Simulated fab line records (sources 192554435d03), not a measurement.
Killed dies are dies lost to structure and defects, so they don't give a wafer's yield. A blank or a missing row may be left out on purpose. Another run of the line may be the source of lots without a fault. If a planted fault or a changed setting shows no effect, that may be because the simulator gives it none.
Which of the tools did it? || flow n5Finfet || 7 lots with 21 wafers sampled at 8 steps, on a route of 1938 steps

WHAT THE GAUGES READ, wafer by wafer
N5_BEOL_M7_OCD_MEAS_38. Usual: trenchDepthNm reads 93.3 nm (standard deviation 2).
{"lot": "L801", "measured": "day 11 00:02", "on": "ocd-02", "trenchDepthNm (nm)": "94.0 91.8 93.8", "flag": ""}
{"lot": "L802", "measured": "day 11 09:03", "on": "ocd-02", "trenchDepthNm (nm)": "94.9 93.7 97.5", "flag": ""}
{"lot": "L807", "measured": "day 12 01:49", "on": "ocd-02", "trenchDepthNm (nm)": "93.9 95.9 96.4", "flag": ""}
{"lot": "L813", "measured": "day 14 01:26", "on": "ocd-01", "trenchDepthNm (nm)": "98.5 120.4 93.2", "flag": "OFF"}
{"lot": "L814", "measured": "day 14 01:15", "on": "ocd-01", "trenchDepthNm (nm)": "93.4 91.3 93.9", "flag": ""}
{"lot": "L816", "measured": "day 14 19:23", "on": "ocd-02", "trenchDepthNm (nm)": "93.3 93.7 90.5", "flag": ""}
{"lot": "L818", "measured": "day 15 05:37", "on": "ocd-02", "trenchDepthNm (nm)": "91.7 93.2 93.7", "flag": ""}

N5_BEOL_M7_THK_MEAS_53: measures by xrf. Usual: M7_THK gives 81.5 nm (standard deviation 2.2).
{"lot": "L801", "measured": "day 11 03:38", "on": "filmMetro-02", "M7_THK (nm)": "81.7 78.6 82.2", "flag": ""}
{"lot": "L802", "measured": "day 11 13:08", "on": "filmMetro-02", "M7_THK (nm)": "81.2 81.8 85.3", "flag": ""}
{"lot": "L807", "measured": "day 12 03:56", "on": "filmMetro-02", "M7_THK (nm)": "80.1 84.2 85.1", "flag": ""}
{"lot": "L813", "measured": "day 14 04:14", "on": "filmMetro-01", "M7_THK (nm)": "85.9 107.1 80.2", "flag": "OFF"}
{"lot": "L814", "measured": "day 14 03:43", "on": "filmMetro-02", "M7_THK (nm)": "81.6 79.9 78.4", "flag": ""}
{"lot": "L816", "measured": "day 14 21:40", "on": "filmMetro-01", "M7_THK (nm)": "80.7 81.3 80.4", "flag": ""}
{"lot": "L818", "measured": "day 15 09:58", "on": "filmMetro-01", "M7_THK (nm)": "80.3 82.2 81.0", "flag": ""}

N5_BEOL_M7_RS_MEAS_57: the measuring method here is four-point-probe. Usual: M7_RS gives 0.286 ohm/sq (standard deviation 0.0092).
{"lot": "L801", "measured": "day 11 03:46", "on": "filmMetro-02", "M7_RS (ohm/sq)": "0.284 0.300 0.286", "flag": ""}
{"lot": "L802", "measured": "day 11 13:32", "on": "filmMetro-02", "M7_RS (ohm/sq)": "0.285 0.284 0.270", "flag": ""}
{"lot": "L807", "measured": "day 12 04:04", "on": "filmMetro-02", "M7_RS (ohm/sq)": "0.290 0.277 0.272", "flag": ""}
{"lot": "L813", "measured": "day 14 04:22", "on": "filmMetro-01", "M7_RS (ohm/sq)": "0.268 0.207 0.288", "flag": "OFF"}
{"lot": "L814", "measured": "day 14 03:51", "on": "filmMetro-02", "M7_RS (ohm/sq)": "0.285 0.294 0.300", "flag": ""}
{"lot": "L816", "measured": "day 14 21:48", "on": "filmMetro-02", "M7_RS (ohm/sq)": "0.290 0.285 0.288", "flag": ""}
{"lot": "L818", "measured": "day 15 10:06", "on": "filmMetro-02", "M7_RS (ohm/sq)": "0.289 0.279 0.284", "flag": ""}

N5_BEOL_M15_RC_MEAS_101. Usual: COMB_M10 1.4e-11 S/m, standard deviation 3.1e-12; COMB_M11 1.44e-11 S/m, standard deviation 2.8e-12; COMB_M12 6.2e-12 S/m, standard deviation 1.2e-12; COMB_M13 4.9e-12 S/m, standard deviation 9.7e-13; COMB_M14 3.6e-12 S/m, standard deviation 7.4e-13; COMB_M15 2.5e-12 S/m, standard deviation 5.2e-13; COMB_M5 3.5e-11 S/m, standard deviation 6.6e-12; COMB_M6 2.6e-11 S/m, standard deviation 5.6e-12; COMB_M8 2.6e-11 S/m, standard deviation 4.8e-12; COMB_M9 1.49e-11 S/m, standard deviation 2.8e-12; SERP_M10 3.12 ohm/um, standard deviation 0.093; SERP_M11 3.07 ohm/um, standard deviation 0.1; SERP_M12 0.646 ohm/um, standard deviation 0.018; SERP_M13 0.309 ohm/um, standard deviation 0.0082; SERP_M14 0.165 ohm/um, standard deviation 0.0049; SERP_M5 38.7 ohm/um, standard deviation 1.8; SERP_M6 13.9 ohm/um, standard deviation 0.61; SERP_M7 13.7 ohm/um, standard deviation 0.62; SERP_M7_max_site 14.2 ohm/um, standard deviation 0.65; SERP_M8 13.9 ohm/um, standard deviation 0.52; SERP_M9 3.13 ohm/um, standard deviation 0.086.
{"lot": "L801", "measured": "day 13 13:43", "on": "prober-01", "COMB_M10 (S/m)": "1.8e-11 1.3e-11 1.3e-11", "COMB_M11 (S/m)": "1.39e-11 1.16e-11 1.44e-11", "COMB_M12 (S/m)": "6.5e-12 7.4e-12 7.8e-12", "COMB_M13 (S/m)": "5e-12 4.4e-12 6e-12", "COMB_M14 (S/m)": "2.5e-12 3.4e-12 3.1e-12", "COMB_M15 (S/m)": "2e-12 2.1e-12 2.6e-12", "COMB_M5 (S/m)": "3.2e-11 2.9e-11 3.3e-11", "COMB_M6 (S/m)": "3.1e-11 4e-11 2.1e-11", "COMB_M8 (S/m)": "3.2e-11 3.5e-11 2.8e-11", "COMB_M9 (S/m)": "1.72e-11 1.82e-11 1.35e-11", "SERP_M10 (ohm/um)": "3.17 3.20 3.03", "SERP_M11 (ohm/um)": "3.17 3.24 3.05", "SERP_M12 (ohm/um)": "0.624 0.620 0.632", "SERP_M13 (ohm/um)": "0.299 0.299 0.301", "SERP_M14 (ohm/um)": "0.168 0.160 0.163", "SERP_M5 (ohm/um)": "41.4 39.1 39.8", "SERP_M6 (ohm/um)": "14.7 14.8 15.9", "SERP_M7 (ohm/um)": "13.7 14.4 13.8", "SERP_M7_max_site (ohm/um)": "14.1 15.1 14.7", "SERP_M8 (ohm/um)": "13.9 13.7 14.4", "SERP_M9 (ohm/um)": "3.07 3.06 3.20", "flag": ""}
{"lot": "L802", "measured": "day 14 03:00", "on": "prober-02", "COMB_M10 (S/m)": "1.4e-11 1.1e-11 1.1e-11", "COMB_M11 (S/m)": "1.2e-11 1.57e-11 1.75e-11", "COMB_M12 (S/m)": "7.8e-12 7.5e-12 9e-12", "COMB_M13 (S/m)": "4.2e-12 5e-12 5e-12", "COMB_M14 (S/m)": "4e-12 4.2e-12 3.8e-12", "COMB_M15 (S/m)": "2.9e-12 2.3e-12 2e-12", "COMB_M5 (S/m)": "5.1e-11 3.8e-11 3.7e-11", "COMB_M6 (S/m)": "2.3e-11 2.1e-11 2.8e-11", "COMB_M8 (S/m)": "2.2e-11 2.6e-11 2.6e-11", "COMB_M9 (S/m)": "1.31e-11 1.39e-11 1.51e-11", "SERP_M10 (ohm/um)": "3.11 3.08 3.28", "SERP_M11 (ohm/um)": "3.05 3.07 3.06", "SERP_M12 (ohm/um)": "0.649 0.609 0.633", "SERP_M13 (ohm/um)": "0.305 0.297 0.310", "SERP_M14 (ohm/um)": "0.159 0.158 0.157", "SERP_M5 (ohm/um)": "40.5 40.1 39.4", "SERP_M6 (ohm/um)": "14.0 14.1 13.6", "SERP_M7 (ohm/um)": "13.5 13.7 12.7", "SERP_M7_max_site (ohm/um)": "14.2 14.1 14.1", "SERP_M8 (ohm/um)": "13.7 13.3 13.9", "SERP_M9 (ohm/um)": "3.23 3.09 3.04", "flag": ""}
{"lot": "L807", "measured": "day 14 15:34", "on": "prober-01", "COMB_M10 (S/m)": "1.6e-11 1e-11 1.8e-11", "COMB_M11 (S/m)": "1.68e-11 1.78e-11 1.73e-11", "COMB_M12 (S/m)": "8.4e-12 4.7e-12 5.8e-12", "COMB_M13 (S/m)": "4.5e-12 4.6e-12 4.6e-12", "COMB_M14 (S/m)": "3.8e-12 5e-12 4.7e-12", "COMB_M15 (S/m)": "2.2e-12 2.2e-12 1.8e-12", "COMB_M5 (S/m)": "3.6e-11 4.9e-11 3.8e-11", "COMB_M6 (S/m)": "2.1e-11 2.6e-11 3.4e-11", "COMB_M8 (S/m)": "2.6e-11 2.9e-11 2.8e-11", "COMB_M9 (S/m)": "1.3e-11 1.94e-11 1.49e-11", "SERP_M10 (ohm/um)": "3.00 3.15 3.01", "SERP_M11 (ohm/um)": "2.90 3.23 2.96", "SERP_M12 (ohm/um)": "0.679 0.635 0.668", "SERP_M13 (ohm/um)": "0.321 0.315 0.320", "SERP_M14 (ohm/um)": "0.159 0.168 0.170", "SERP_M5 (ohm/um)": "38.1 38.3 39.0", "SERP_M6 (ohm/um)": "14.2 14.2 15.1", "SERP_M7 (ohm/um)": "13.5 13.2 12.9", "SERP_M7_max_site (ohm/um)": "13.8 13.9 13.6", "SERP_M8 (ohm/um)": "14.4 14.9 14.3", "SERP_M9 (ohm/um)": "2.97 3.10 3.05", "flag": ""}
{"lot": "L813", "measured": "day 16 13:17", "on": "prober-01", "COMB_M10 (S/m)": "2.2e-11 1.7e-11 2.1e-11", "COMB_M11 (S/m)": "1.27e-11 1.25e-11 1.2e-11", "COMB_M12 (S/m)": "6.5e-12 5.3e-12 5.5e-12", "COMB_M13 (S/m)": "3.6e-12 5.3e-12 4e-12", "COMB_M14 (S/m)": "4.1e-12 3.5e-12 3.9e-12", "COMB_M15 (S/m)": "2.7e-12 3.2e-12 3.5e-12", "COMB_M5 (S/m)": "3.6e-11 2.6e-11 2.8e-11", "COMB_M6 (S/m)": "3.2e-11 1.7e-11 1.9e-11", "COMB_M8 (S/m)": "1.8e-11 2.8e-11 2.8e-11", "COMB_M9 (S/m)": "1.14e-11 1.22e-11 1.32e-11", "SERP_M10 (ohm/um)": "2.99 3.04 3.04", "SERP_M11 (ohm/um)": "2.89 2.91 3.01", "SERP_M12 (ohm/um)": "0.658 0.636 0.632", "SERP_M13 (ohm/um)": "0.311 0.308 0.322", "SERP_M14 (ohm/um)": "0.165 0.162 0.167", "SERP_M5 (ohm/um)": "41.2 41.7 43.9", "SERP_M6 (ohm/um)": "13.2 12.9 13.8", "SERP_M7 (ohm/um)": "13.0 9.4 13.0", "SERP_M7_max_site (ohm/um)": "13.3 9.7 13.6", "SERP_M8 (ohm/um)": "13.7 13.4 13.3", "SERP_M9 (ohm/um)": "3.13 3.18 3.28", "flag": "OFF"}
{"lot": "L814", "measured": "day 16 14:13", "on": "prober-01", "COMB_M10 (S/m)": "1.4e-11 1.2e-11 1.1e-11", "COMB_M11 (S/m)": "1.91e-11 1.52e-11 1.24e-11", "COMB_M12 (S/m)": "8.1e-12 5.3e-12 5.2e-12", "COMB_M13 (S/m)": "4.8e-12 3.5e-12 4.2e-12", "COMB_M14 (S/m)": "3.2e-12 3.8e-12 4.8e-12", "COMB_M15 (S/m)": "2.5e-12 2.7e-12 3.2e-12", "COMB_M5 (S/m)": "4.1e-11 3e-11 4.2e-11", "COMB_M6 (S/m)": "2.1e-11 2.4e-11 2.1e-11", "COMB_M8 (S/m)": "3.4e-11 3e-11 2.2e-11", "COMB_M9 (S/m)": "1.8e-11 1.43e-11 1.4e-11", "SERP_M10 (ohm/um)": "3.26 3.14 3.08", "SERP_M11 (ohm/um)": "2.93 2.91 2.97", "SERP_M12 (ohm/um)": "0.673 0.655 0.659", "SERP_M13 (ohm/um)": "0.305 0.295 0.298", "SERP_M14 (ohm/um)": "0.165 0.167 0.161", "SERP_M5 (ohm/um)": "36.4 38.1 39.5", "SERP_M6 (ohm/um)": "13.9 14.1 14.1", "SERP_M7 (ohm/um)": "14.5 14.4 15.2", "SERP_M7_max_site (ohm/um)": "15.1 14.6 16.2", "SERP_M8 (ohm/um)": "13.4 14.6 14.5", "SERP_M9 (ohm/um)": "2.99 2.93 3.13", "flag": ""}
{"lot": "L816", "measured": "day 17 07:19", "on": "prober-02", "COMB_M10 (S/m)": "9e-12 1.7e-11 1.3e-11", "COMB_M11 (S/m)": "1.85e-11 1.36e-11 1.28e-11", "COMB_M12 (S/m)": "6.3e-12 6.1e-12 6.9e-12", "COMB_M13 (S/m)": "5.2e-12 5e-12 5.1e-12", "COMB_M14 (S/m)": "3.6e-12 3.2e-12 4.3e-12", "COMB_M15 (S/m)": "1.7e-12 2.1e-12 1.9e-12", "COMB_M5 (S/m)": "2.7e-11 4.5e-11 3.8e-11", "COMB_M6 (S/m)": "3.2e-11 2.6e-11 2.7e-11", "COMB_M8 (S/m)": "2.8e-11 1.7e-11 2.8e-11", "COMB_M9 (S/m)": "2.11e-11 1.4e-11 1.24e-11", "SERP_M10 (ohm/um)": "3.04 3.13 2.97", "SERP_M11 (ohm/um)": "3.10 3.01 3.03", "SERP_M12 (ohm/um)": "0.659 0.653 0.649", "SERP_M13 (ohm/um)": "0.301 0.302 0.297", "SERP_M14 (ohm/um)": "0.159 0.161 0.159", "SERP_M5 (ohm/um)": "36.9 35.5 37.4", "SERP_M6 (ohm/um)": "13.9 14.8 13.1", "SERP_M7 (ohm/um)": "14.1 13.9 13.8", "SERP_M7_max_site (ohm/um)": "14.3 14.5 14.3", "SERP_M8 (ohm/um)": "12.9 13.8 13.2", "SERP_M9 (ohm/um)": "3.12 3.04 3.17", "flag": ""}
{"lot": "L818", "measured": "day 18 02:53", "on": "prober-01", "COMB_M10 (S/m)": "1.9e-11 1.6e-11 1.6e-11", "COMB_M11 (S/m)": "1.41e-11 1.34e-11 1.25e-11", "COMB_M12 (S/m)": "5.9e-12 6.4e-12 7.6e-12", "COMB_M13 (S/m)": "2.8e-12 4.6e-12 4.9e-12", "COMB_M14 (S/m)": "3.6e-12 3.4e-12 4.1e-12", "COMB_M15 (S/m)": "1.8e-12 2e-12 2e-12", "COMB_M5 (S/m)": "3.6e-11 3.2e-11 2.4e-11", "COMB_M6 (S/m)": "2.6e-11 2.3e-11 2.6e-11", "COMB_M8 (S/m)": "2.5e-11 2.7e-11 2.5e-11", "COMB_M9 (S/m)": "1.17e-11 1.34e-11 1.57e-11", "SERP_M10 (ohm/um)": "3.10 3.27 3.31", "SERP_M11 (ohm/um)": "3.07 3.17 3.11", "SERP_M12 (ohm/um)": "0.640 0.664 0.622", "SERP_M13 (ohm/um)": "0.300 0.309 0.302", "SERP_M14 (ohm/um)": "0.167 0.157 0.170", "SERP_M5 (ohm/um)": "37.4 39.8 37.3", "SERP_M6 (ohm/um)": "14.0 14.4 13.6", "SERP_M7 (ohm/um)": "13.7 13.0 12.9", "SERP_M7_max_site (ohm/um)": "14.3 13.3 13.5", "SERP_M8 (ohm/um)": "13.7 12.8 13.5", "SERP_M9 (ohm/um)": "3.17 3.07 3.12", "flag": ""}

TOOL THAT RAN EACH LOT (tool first, then ch and the chambers of the sampled wafers, then the start)
{"lot": "L801", "N5_BEOL_M7_STRIP_67": "rieDiel-05 ch 0,2, day 10 22:13", "N5_BEOL_M7_STRIP_19": "rieDiel-05 ch 0,3, day 10 22:22", "N5_BEOL_M7_TRENCH_ETCH_37": "rieDiel-01 ch 0,1,3, day 10 23:53", "N5_BEOL_M7_STRIP_80": "rieDiel-01 ch 0,1,3, day 11 00:02 or earlier"}
{"lot": "L802", "N5_BEOL_M7_STRIP_67": "rieDiel-04 ch 0,1, day 11 05:12", "N5_BEOL_M7_STRIP_19": "rieDiel-05 ch 0,1,3, day 11 05:21", "N5_BEOL_M7_TRENCH_ETCH_37": "rieDiel-04 ch 0,1,2, day 11 08:53", "N5_BEOL_M7_STRIP_80": "rieDiel-04 ch 0,1,2, day 11 09:03 or earlier"}
{"lot": "L807", "N5_BEOL_M7_STRIP_67": "rieDiel-04 ch 0,2, day 11 23:43", "N5_BEOL_M7_STRIP_19": "rieDiel-04 ch 0,2,3, day 11 23:52", "N5_BEOL_M7_TRENCH_ETCH_37": "rieDiel-04 ch 0,2, day 12 01:40", "N5_BEOL_M7_STRIP_80": "rieDiel-04 ch 0,2, day 12 01:49 or earlier"}
{"lot": "L813", "N5_BEOL_M7_STRIP_67": "rieDiel-04 ch 0,2,3, day 13 23:18", "N5_BEOL_M7_STRIP_19": "rieDiel-05 ch 0,1,2, day 13 23:31", "N5_BEOL_M7_TRENCH_ETCH_37": "rieDiel-04 ch 0,1,3, day 14 01:17", "N5_BEOL_M7_STRIP_80": "rieDiel-04 ch 0,1,3, day 14 01:26 or earlier"}
{"lot": "L814", "N5_BEOL_M7_STRIP_67": "rieDiel-01 ch 1,2,3, day 13 23:49", "N5_BEOL_M7_STRIP_19": "rieDiel-04 ch 0,1,2, day 14 00:04", "N5_BEOL_M7_TRENCH_ETCH_37": "rieDiel-01 ch 0,2,3, day 14 01:06", "N5_BEOL_M7_STRIP_80": "rieDiel-01 ch 0,2,3, day 14 01:15 or earlier"}
{"lot": "L816", "N5_BEOL_M7_STRIP_67": "rieDiel-01 ch 0,1,2, day 14 17:39", "N5_BEOL_M7_STRIP_19": "rieDiel-01 ch 1,2,3, day 14 17:49", "N5_BEOL_M7_TRENCH_ETCH_37": "rieDiel-01 ch 0,3, day 14 19:14", "N5_BEOL_M7_STRIP_80": "rieDiel-01 ch 0,3, day 14 19:23 or earlier"}
{"lot": "L818", "N5_BEOL_M7_STRIP_67": "rieDiel-05 ch 0,3, day 15 04:16", "N5_BEOL_M7_STRIP_19": "rieDiel-05 ch 0,1,3, day 15 04:26", "N5_BEOL_M7_TRENCH_ETCH_37": "rieDiel-01 ch 0,1,2, day 15 05:27", "N5_BEOL_M7_STRIP_80": "rieDiel-01 ch 0,1,2, day 15 05:37 or earlier"}
- N5_BEOL_M7_STRIP_67: strips in CF4.
- N5_BEOL_M7_STRIP_19: strips in O2.
- N5_BEOL_M7_TRENCH_ETCH_37: etches SiCOH lowk in C4F6/O2, target depth 93.478 nm, time 31.2 s.
- N5_BEOL_M7_STRIP_80: strips in N2/H2, time 10 s.

AS READ BY THE TOOLS THEMSELVES (means over the sampled wafers that have a number; for cases with no such wafer, the mark the record gives instead)
N5_BEOL_M7_STRIP_67. Usual: biasPowerW 75.00 W, standard deviation 0.23; drypumpMotorCurrentA 5.7 A, standard deviation 0.32; oesProductAu 0.79 a.u., standard deviation 0.095; rfVppV 271.2 V, standard deviation 1.4; showerheadPlenumPTorr 1.80 Torr, standard deviation 0.05; throttleValvePct 13.51 %, standard deviation 0.22.
{"lot": "L801", "tool": "rieDiel-05", "biasPowerW (W)": 75.01, "drypumpMotorCurrentA (A)": 5.7, "oesProductAu (a.u.)": 0.77, "rfVppV (V)": 272.5, "showerheadPlenumPTorr (Torr)": 1.81, "throttleValvePct (%)": 13.63, "flag": ""}
{"lot": "L802", "tool": "rieDiel-04", "biasPowerW (W)": 74.71, "drypumpMotorCurrentA (A)": 6.1, "oesProductAu (a.u.)": 0.78, "rfVppV (V)": 272.2, "showerheadPlenumPTorr (Torr)": 1.84, "throttleValvePct (%)": 13.71, "flag": ""}
{"lot": "L807", "tool": "rieDiel-04", "biasPowerW (W)": 74.96, "drypumpMotorCurrentA (A)": 5.8, "oesProductAu (a.u.)": 0.91, "rfVppV (V)": 271.7, "showerheadPlenumPTorr (Torr)": 1.80, "throttleValvePct (%)": 13.16, "flag": ""}
{"lot": "L813", "tool": "rieDiel-04", "biasPowerW (W)": 75.19, "drypumpMotorCurrentA (A)": 5.9, "oesProductAu (a.u.)": 0.86, "rfVppV (V)": 271.1, "showerheadPlenumPTorr (Torr)": 1.80, "throttleValvePct (%)": 13.27, "flag": ""}
{"lot": "L814", "tool": "rieDiel-01", "biasPowerW (W)": 75.00, "drypumpMotorCurrentA (A)": 5.5, "oesProductAu (a.u.)": 0.79, "rfVppV (V)": 270.0, "showerheadPlenumPTorr (Torr)": 1.75, "throttleValvePct (%)": 13.58, "flag": ""}
{"lot": "L816", "tool": "rieDiel-01", "biasPowerW (W)": 75.26, "drypumpMotorCurrentA (A)": 5.4, "oesProductAu (a.u.)": 0.80, "rfVppV (V)": 270.2, "showerheadPlenumPTorr (Torr)": 1.78, "throttleValvePct (%)": 13.61, "flag": ""}
{"lot": "L818", "tool": "rieDiel-05", "biasPowerW (W)": 75.11, "drypumpMotorCurrentA (A)": 5.5, "oesProductAu (a.u.)": 0.78, "rfVppV (V)": 272.3, "showerheadPlenumPTorr (Torr)": 1.85, "throttleValvePct (%)": 13.60, "flag": ""}

N5_BEOL_M7_STRIP_19. Usual: drypumpMotorCurrentA 5.57 A, standard deviation 0.27; oesProductAu 0.77 a.u., standard deviation 0.091; rfVppV 3.7 V, standard deviation 0.61; showerheadPlenumPTorr 2.10 Torr, standard deviation 0.06; throttleValvePct 16.65 %, standard deviation 0.19.
{"lot": "L801", "tool": "rieDiel-05", "drypumpMotorCurrentA (A)": 5.45, "oesProductAu (a.u.)": 0.80, "rfVppV (V)": 3.1, "showerheadPlenumPTorr (Torr)": 2.18, "throttleValvePct (%)": 16.69, "flag": ""}
{"lot": "L802", "tool": "rieDiel-05", "drypumpMotorCurrentA (A)": 5.40, "oesProductAu (a.u.)": 0.76, "rfVppV (V)": 3.6, "showerheadPlenumPTorr (Torr)": 2.14, "throttleValvePct (%)": 16.67, "flag": ""}
{"lot": "L807", "tool": "rieDiel-04", "drypumpMotorCurrentA (A)": 5.91, "oesProductAu (a.u.)": 0.90, "rfVppV (V)": 3.6, "showerheadPlenumPTorr (Torr)": 2.11, "throttleValvePct (%)": 16.34, "flag": ""}
{"lot": "L813", "tool": "rieDiel-05", "drypumpMotorCurrentA (A)": 5.50, "oesProductAu (a.u.)": 0.75, "rfVppV (V)": 3.2, "showerheadPlenumPTorr (Torr)": 2.13, "throttleValvePct (%)": 16.66, "flag": ""}
{"lot": "L814", "tool": "rieDiel-04", "drypumpMotorCurrentA (A)": 6.04, "oesProductAu (a.u.)": 0.90, "rfVppV (V)": 3.7, "showerheadPlenumPTorr (Torr)": 2.11, "throttleValvePct (%)": 16.39, "flag": ""}
{"lot": "L816", "tool": "rieDiel-01", "drypumpMotorCurrentA (A)": 5.55, "oesProductAu (a.u.)": 0.78, "rfVppV (V)": 4.3, "showerheadPlenumPTorr (Torr)": 2.05, "throttleValvePct (%)": 16.69, "flag": ""}
{"lot": "L818", "tool": "rieDiel-05", "drypumpMotorCurrentA (A)": 5.39, "oesProductAu (a.u.)": 0.74, "rfVppV (V)": 3.2, "showerheadPlenumPTorr (Torr)": 2.13, "throttleValvePct (%)": 16.70, "flag": ""}

N5_BEOL_M7_TRENCH_ETCH_37. Usual: drypumpMotorCurrentA 5.8 A, standard deviation 0.34; oesProductAu 0.80 a.u., standard deviation 0.1; rfVppV 664 V, standard deviation 14; runLengthS 54.7 s, standard deviation 0.54; showerheadPlenumPTorr 2.85 Torr, standard deviation 0.079; throttleValvePct 20.82 %, standard deviation 0.25.
{"lot": "L801", "tool": "rieDiel-01", "drypumpMotorCurrentA (A)": 5.5, "oesProductAu (a.u.)": 0.75, "rfVppV (V)": 664, "runLengthS (s)": 54.6, "showerheadPlenumPTorr (Torr)": 2.80, "throttleValvePct (%)": 20.79, "flag": ""}
{"lot": "L802", "tool": "rieDiel-04", "drypumpMotorCurrentA (A)": 6.1, "oesProductAu (a.u.)": 0.84, "rfVppV (V)": 667, "runLengthS (s)": 54.8, "showerheadPlenumPTorr (Torr)": 2.87, "throttleValvePct (%)": 20.73, "flag": ""}
{"lot": "L807", "tool": "rieDiel-04", "drypumpMotorCurrentA (A)": 6.0, "oesProductAu (a.u.)": 0.88, "rfVppV (V)": 661, "runLengthS (s)": 54.7, "showerheadPlenumPTorr (Torr)": 2.82, "throttleValvePct (%)": 20.45, "flag": ""}
{"lot": "L813", "tool": "rieDiel-04", "drypumpMotorCurrentA (A)": 6.0, "oesProductAu (a.u.)": 0.92, "rfVppV (V)": 666, "runLengthS (s)": 57.9, "showerheadPlenumPTorr (Torr)": 2.91, "throttleValvePct (%)": 20.81, "flag": "OFF"}
{"lot": "L814", "tool": "rieDiel-01", "drypumpMotorCurrentA (A)": 5.5, "oesProductAu (a.u.)": 0.81, "rfVppV (V)": 665, "runLengthS (s)": 54.6, "showerheadPlenumPTorr (Torr)": 2.79, "throttleValvePct (%)": 20.92, "flag": ""}
{"lot": "L816", "tool": "rieDiel-01", "drypumpMotorCurrentA (A)": 5.4, "oesProductAu (a.u.)": 0.74, "rfVppV (V)": 654, "runLengthS (s)": 54.8, "showerheadPlenumPTorr (Torr)": 2.81, "throttleValvePct (%)": 20.89, "flag": ""}
{"lot": "L818", "tool": "rieDiel-01", "drypumpMotorCurrentA (A)": 5.4, "oesProductAu (a.u.)": 0.79, "rfVppV (V)": 666, "runLengthS (s)": 54.3, "showerheadPlenumPTorr (Torr)": 2.82, "throttleValvePct (%)": 20.98, "flag": ""}

N5_BEOL_M7_STRIP_80. Usual: biasPowerW 7.001 W, standard deviation 0.023; drypumpMotorCurrentA 5.8 A, standard deviation 0.34; oesProductAu 0.80 a.u., standard deviation 0.1; rfVppV 59.1 V, standard deviation 0.85; showerheadPlenumPTorr 2.54 Torr, standard deviation 0.065; throttleValvePct 23.49 %, standard deviation 0.15.
{"lot": "L801", "tool": "rieDiel-01", "biasPowerW (W)": 7.013, "drypumpMotorCurrentA (A)": 5.5, "oesProductAu (a.u.)": 0.75, "rfVppV (V)": 58.7, "showerheadPlenumPTorr (Torr)": 2.50, "throttleValvePct (%)": 23.50, "flag": ""}
{"lot": "L802", "tool": "rieDiel-04", "biasPowerW (W)": 6.981, "drypumpMotorCurrentA (A)": 6.0, "oesProductAu (a.u.)": 0.83, "rfVppV (V)": 58.9, "showerheadPlenumPTorr (Torr)": 2.56, "throttleValvePct (%)": 23.45, "flag": ""}
{"lot": "L807", "tool": "rieDiel-04", "biasPowerW (W)": 7.017, "drypumpMotorCurrentA (A)": 6.0, "oesProductAu (a.u.)": 0.88, "rfVppV (V)": 59.0, "showerheadPlenumPTorr (Torr)": 2.52, "throttleValvePct (%)": 23.28, "flag": ""}
{"lot": "L813", "tool": "rieDiel-04", "biasPowerW (W)": 7.002, "drypumpMotorCurrentA (A)": 6.0, "oesProductAu (a.u.)": 0.91, "rfVppV (V)": 59.7, "showerheadPlenumPTorr (Torr)": 2.59, "throttleValvePct (%)": 23.50, "flag": ""}
{"lot": "L814", "tool": "rieDiel-01", "biasPowerW (W)": 6.991, "drypumpMotorCurrentA (A)": 5.4, "oesProductAu (a.u.)": 0.81, "rfVppV (V)": 59.0, "showerheadPlenumPTorr (Torr)": 2.48, "throttleValvePct (%)": 23.60, "flag": ""}
{"lot": "L816", "tool": "rieDiel-01", "biasPowerW (W)": 7.008, "drypumpMotorCurrentA (A)": 5.4, "oesProductAu (a.u.)": 0.74, "rfVppV (V)": 59.4, "showerheadPlenumPTorr (Torr)": 2.50, "throttleValvePct (%)": 23.54, "flag": ""}
{"lot": "L818", "tool": "rieDiel-01", "biasPowerW (W)": 7.014, "drypumpMotorCurrentA (A)": 5.4, "oesProductAu (a.u.)": 0.80, "rfVppV (V)": 59.3, "showerheadPlenumPTorr (Torr)": 2.51, "throttleValvePct (%)": 23.58, "flag": ""}

THE ANSWER, worked out from the rows above alone
Rule: lot off if the mean of its wafers having a number is beyond 3 standard deviations from the usual mean. A lot without any number at a reading at which 4 lots or more have one is off too. The other lots that the step has rows for count as sound. After the gauges, taken in route order, come the tools' own readings; for these a lot's mean is taken, as printed above. At the first step where some lot is off, the reading lying furthest off is the one used; lots without a number count as furthest.
Off, at N5_BEOL_M7_OCD_MEAS_38 on trenchDepthNm: L813.
If a tool, at a process step before that reading, ran all the lots that are off and no sound lot after the first of them, it fits. Not tried: the gauges at N5_BEOL_M7_OCD_MEAS_38; whatever is off there is also off at N5_BEOL_M7_THK_MEAS_53, on other tools, and gauge error can't account for it. With no start given for some of its lots, N5_BEOL_M7_STRIP_80 uses the hours and lot order of N5_BEOL_M7_OCD_MEAS_38. One fits: N5_BEOL_M7_STRIP_67 and N5_BEOL_M7_TRENCH_ETCH_37 and N5_BEOL_M7_STRIP_80 on rieDiel-04. At N5_BEOL_M7_STRIP_67 its last sound lot is L807 (day 11 23:43), its first lot that is off L813 (day 13 23:18): a fault that began between those two fits.

WHAT THE SIMULATOR HAD PUT IN
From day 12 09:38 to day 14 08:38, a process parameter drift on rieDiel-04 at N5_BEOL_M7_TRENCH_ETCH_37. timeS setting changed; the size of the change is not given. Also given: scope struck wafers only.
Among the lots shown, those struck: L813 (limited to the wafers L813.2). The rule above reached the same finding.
